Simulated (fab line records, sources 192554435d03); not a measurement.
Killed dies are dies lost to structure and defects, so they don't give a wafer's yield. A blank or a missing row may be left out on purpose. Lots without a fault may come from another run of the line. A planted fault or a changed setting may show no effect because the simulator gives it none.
Chamber matching | flow n5_finfet | N5_BEOL_M0_SAQP_ETCH_83 on rie_diel-05: 4 sister chambers
The step etches SiARC in CF4, target depth 39 nm, time 65 s. 4 wafers are shown with their chamber, then 10 later ones without.

WAFERS WITH THEIR CHAMBER
wafer  | chamber | drypump_motor_current_A (A)
L083.6 | 3       | 6.4
L088.5 | 1       | 5.6
L089.1 | 2       | 6.5
L089.2 | 0       | 5.5

WAFERS WITHOUT THEIR CHAMBER
wafer  | drypump_motor_current_A (A)
L089.4 | 6.3
L090.3 | 6.4
L090.4 | 5.6
L090.6 | 6.5
L096.2 | 6.3
L096.3 | 5.4
L096.4 | 6.5
L097.1 | 6.4
L097.2 | 6.3
L097.6 | 5.6

WHICH CHAMBER EACH WENT THROUGH
wafer  | from the rows above     | in truth
L089.4 | can't be placed: 3 or 2 | 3
L090.3 | can't be placed: 3 or 2 | 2
L090.4 | can't be placed: 1 or 0 | 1
L090.6 | can't be placed: 2 or 3 | 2
L096.2 | can't be placed: 3 or 2 | 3
L096.3 | can't be placed: 0 or 1 | 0
L096.4 | can't be placed: 2 or 3 | 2
L097.1 | can't be placed: 3 or 2 | 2
L097.2 | can't be placed: 3 or 2 | 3
L097.6 | can't be placed: 1 or 0 | 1
Placed correctly: 0 of 10. Can't be placed from these rows: 10 (the true chamber is among the candidates in 10). Placed wrongly: 0.
How it was worked out, from the rows above alone: a wafer's distance from a chamber is the root of the sum, over the readings, of the square of ((its reading less the chamber's mean) divided by the reading's scatter). The wafer belongs to the nearest chamber; if the next one is less than 2 further off, it can't be placed. A chamber's mean is the mean of its shown wafers. The scatter: with one shown wafer a chamber, the root of the mean of the squares of how far each hidden wafer lies from its nearest shown one.
